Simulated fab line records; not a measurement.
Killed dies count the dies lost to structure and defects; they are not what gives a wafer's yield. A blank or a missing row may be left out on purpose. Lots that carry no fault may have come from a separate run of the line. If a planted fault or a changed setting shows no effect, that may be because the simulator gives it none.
Commonality check across tools | flow n5Finfet | 9 lots and 27 wafers in the sample

REASON FOR OPENING
Flagged at N5_BEOL_M8_OCD_MEAS_38: reading trenchDepthNm, on 3 of 9 lots. Wafers without a fault read 93.3 nm, standard deviation 1.3.
Rule: a lot is flagged in two cases, either no wafer of it has a number, or all its wafers with numbers fall more than 4 standard deviations from that mean. The rest of the lots are taken to be sound.

lot  | measured     | on     | trenchDepthNm (nm), wafer by wafer | flag
L362 | day 10 13:05 | ocd-01 | 96.3 95.4 93.3                     | 
L363 | day 10 13:19 | ocd-01 | 92.3 93.2 92.6                     | 
L369 | day 12 09:39 | ocd-02 | 92.9 91.6 95.1                     | 
L371 | day 12 10:13 | ocd-02 | 82.3 82.3 82.8                     | FLAGGED
L374 | day 13 05:42 | ocd-02 | 83.5 82.7 83.8                     | FLAGGED
L372 | day 13 09:49 | ocd-01 | 84.0 83.8 83.3                     | FLAGGED
L377 | day 13 15:13 | ocd-01 | 95.1 92.9 94.0                     | 
L378 | day 13 20:28 | ocd-01 | 92.9 93.2 94.0                     | 
L382 | day 15 10:59 | ocd-01 | 96.1 91.8 93.6                     | 
On average the flagged lots' numbers are 83.2 nm, which is -10.1 nm against the usual, or -8 standard deviations.

WHICH TOOL RAN EACH LOT
Before the reading, the record contains 2 process steps out of a 1938-step route. Read each cell as the tool, then ch plus the chambers that the sampled wafers visited, then the start.
lot  | flag    | N5_BEOL_M8_DESCUM_33              | N5_BEOL_M8_TRENCH_ETCH_37
L362 |         | rieDiel-02 ch 0,3, day 10 12:39   | rieDiel-02 ch 0,3, day 10 12:55
L363 |         | rieDiel-01 ch 0,2,3, day 10 12:52 | rieDiel-01 ch 0,2,3, day 10 13:08
L369 |         | rieDiel-05 ch 0,1,2, day 12 09:13 | rieDiel-05 ch 0,1,2, day 12 09:29
L371 | FLAGGED | rieDiel-01 ch 0,1,2, day 12 09:47 | rieDiel-01 ch 0,1,2, day 12 10:03
L374 | FLAGGED | rieDiel-01 ch 1,2,3, day 13 05:16 | rieDiel-01 ch 1,2,3, day 13 05:32
L372 | FLAGGED | rieDiel-01 ch 0,1,3, day 13 09:23 | rieDiel-01 ch 0,1,3, day 13 09:40
L377 |         | rieDiel-05 ch 0,3, day 13 14:47   | rieDiel-05 ch 0,3, day 13 15:04
L378 |         | rieDiel-02 ch 0,1,2, day 13 20:02 | rieDiel-02 ch 0,1,2, day 13 20:19
L382 |         | rieDiel-05 ch 0,1, day 15 10:33   | rieDiel-05 ch 0,1, day 15 10:49
What the steps here do:
- N5_BEOL_M8_DESCUM_33: chemistry O2, time 7 s.
- N5_BEOL_M8_TRENCH_ETCH_37: etches SiCOH lowk in C4F6/O2, target depth 93.478 nm, time 31.2 s.
- N5_BEOL_M8_OCD_MEAS_38

FLAGGED OVER TOTAL, TOOL BY TOOL (the gauges that took the reading come last)
step                      | tool       | lots run | flagged | share of the flagged lots | sound lots run after its first flagged lot
N5_BEOL_M8_DESCUM_33      | rieDiel-01 | 4        | 3       | all                       | 0
N5_BEOL_M8_DESCUM_33      | rieDiel-02 | 2        | 0       | none                      | -
N5_BEOL_M8_DESCUM_33      | rieDiel-05 | 3        | 0       | none                      | -
N5_BEOL_M8_TRENCH_ETCH_37 | rieDiel-01 | 4        | 3       | all                       | 0
N5_BEOL_M8_TRENCH_ETCH_37 | rieDiel-02 | 2        | 0       | none                      | -
N5_BEOL_M8_TRENCH_ETCH_37 | rieDiel-05 | 3        | 0       | none                      | -
N5_BEOL_M8_OCD_MEAS_38    | ocd-01     | 6        | 1       | some                      | 3 (L377,L378,L382)
N5_BEOL_M8_OCD_MEAS_38    | ocd-02     | 3        | 2       | some                      | 0

WHAT THE TABLE ALLOWS
Every flagged lot went through 2 rows of the table: rieDiel-01 at N5_BEOL_M8_DESCUM_33 and rieDiel-01 at N5_BEOL_M8_TRENCH_ETCH_37.
- rieDiel-01 at N5_BEOL_M8_DESCUM_33 ran 4 lots, 3 of them flagged. Its last sound lot is L363 (day 10 12:52), its first flagged lot L371 (day 12 09:47): a fault that began between those two fits.
- rieDiel-01 at N5_BEOL_M8_TRENCH_ETCH_37 ran 4 lots, 3 of them flagged. Its last sound lot is L363 (day 10 13:08), its first flagged lot L371 (day 12 10:03): a fault that began between those two fits. Its own readings (rfFwdPowerW, rfVppV) fall more than 4 standard deviations out on all wafers of the flagged lots.
What remains is a single tool, rieDiel-01 at N5_BEOL_M8_DESCUM_33 and N5_BEOL_M8_TRENCH_ETCH_37.

WHAT THE SIMULATOR HAD PUT IN
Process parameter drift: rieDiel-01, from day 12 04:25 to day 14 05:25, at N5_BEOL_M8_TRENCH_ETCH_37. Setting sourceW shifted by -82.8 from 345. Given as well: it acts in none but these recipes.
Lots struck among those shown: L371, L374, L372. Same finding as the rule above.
